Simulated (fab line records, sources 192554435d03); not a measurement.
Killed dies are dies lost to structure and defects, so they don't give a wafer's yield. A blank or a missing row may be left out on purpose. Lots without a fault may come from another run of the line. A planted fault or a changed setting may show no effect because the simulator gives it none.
Split-lot experiment | flow n5_finfet | 7 lots, 21 wafers read, on a route of 1938 steps

THE SPLIT
At N5_BEOL_M10_ETCH_62 (etches SOC in N2/H2, target depth 110 nm, overetch 22 nm, time 165 s), the setting time_s was moved away from the recipe's 165 s on 6 of the 21 wafers read, by -18.5% to +11.5%. The other wafers ran this setting at the recipe's value.

The reading is taken at the split's own step.

THE READING
SiARC_of_BEOL_M10_COAT_60.thk_nm (the simulator's own value, which no gauge read), in nm, at N5_BEOL_M10_ETCH_62 (etches SOC in N2/H2, target depth 110 nm, overetch 22 nm, time 165 s). The file gives no usual value for it. The 15 wafers here that ran the recipe average 23.4 nm, standard deviation 0.24 nm.

wafer  | tool, chamber at the split | time_s as run, s | against the recipe | SiARC_of_BEOL_M10_COAT_60.thk_nm, nm | against lot-mates on the recipe
L074.1 | rie_diel-02, 1,2           | 165              | recipe             | 23.6                                 | -
L074.3 | rie_diel-02, 1,2           | 165              | recipe             | 23.6                                 | -
L074.4 | rie_diel-02, 0             | 165              | recipe             | 24                                   | -
L081.4 | rie_diel-02, 2,1           | 165              | recipe             | 23.2                                 | -
L081.5 | rie_diel-02, 2,1           | 165              | recipe             | 23.2                                 | -
L081.6 | rie_diel-02, 3             | 144.1            | -12.7%             | 24.2                                 | +1.0
L084.1 | rie_diel-04, 2,0           | 165              | recipe             | 23.4                                 | -
L084.2 | rie_diel-04, 2,0           | 165              | recipe             | 23.4                                 | -
L084.6 | rie_diel-04, 2             | 165              | recipe             | 23.2                                 | -
L086.3 | rie_diel-01, 3             | 165              | recipe             | 23.6                                 | -
L086.4 | rie_diel-01, 0             | 134.4            | -18.5%             | 25                                   | +1.4
L086.5 | rie_diel-01, 2             | 134.4            | -18.5%             | 24.6                                 | +1.0
L089.2 | rie_diel-01, 2             | 165              | recipe             | 23.4                                 | -
L089.3 | rie_diel-01, 0             | 155.6            | -5.7%              | 24.2                                 | +0.7
L089.6 | rie_diel-01, 3             | 165              | recipe             | 23.6                                 | -
L090.2 | rie_diel-04, 2,1,2         | 165              | recipe             | 23.2                                 | -
L090.3 | rie_diel-04, 2,1,2         | 165              | recipe             | 23.2                                 | -
L090.5 | rie_diel-04, 2,1,2         | 165              | recipe             | 23.2                                 | -
L091.3 | rie_diel-01, 3             | 165              | recipe             | 23.8                                 | -
L091.4 | rie_diel-01, 2             | 183.9            | +11.5%             | 22.6                                 | -1.2
L091.6 | rie_diel-01, 0             | 183.9            | +11.5%             | 23.2                                 | -0.6
Where a row lists several chambers, the file gives one row for several wafers and doesn't say which wafer went through which chamber.

THE FIT
A straight line over all 21 wafers: SiARC_of_BEOL_M10_COAT_60.thk_nm changes by -0.0658 nm for each +1% of time_s; r = -0.88; the points scatter about the line by 0.27 nm.
The same after taking each lot's own level away (the mean of its wafers on the recipe; 21 wafers): -0.0716 nm for each +1%; r = -0.95; scatter 0.17 nm.
On that fit, the largest move of time_s shifts the reading by 1.3 nm.
The lots' own levels span 23.20 to 23.80 nm, that is 2.5 times the standard deviation above.
So the lot-to-lot level changes the slope little: the two slopes agree.
Check: with one of the wafers moved furthest among these (-18.5%) left out of the fit, the line predicts +1.29 nm for it against its lot-mates. It came out at +1.4 nm against them.

OTHER SPLITS ON THESE WAFERS
These wafers also went through other splits before the reading. Each is held against what the fit with the lots' levels taken away leaves over:
other split on the same wafers | wafers away from the commonest value | r with SiARC_of_BEOL_M10_COAT_60.thk_nm (lot level and that fit taken away)
N5_BEOL_M9_COAT_22 spin_rpm    | 5                                    | -0.08
N5_BEOL_M10_COAT_05 spin_rpm   | 5                                    | +0.14

THE FILE'S OWN FIT
SiARC_of_BEOL_M10_COAT_60.thk_nm changes by -0.0737 nm for each +1% of time_s, r = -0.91.
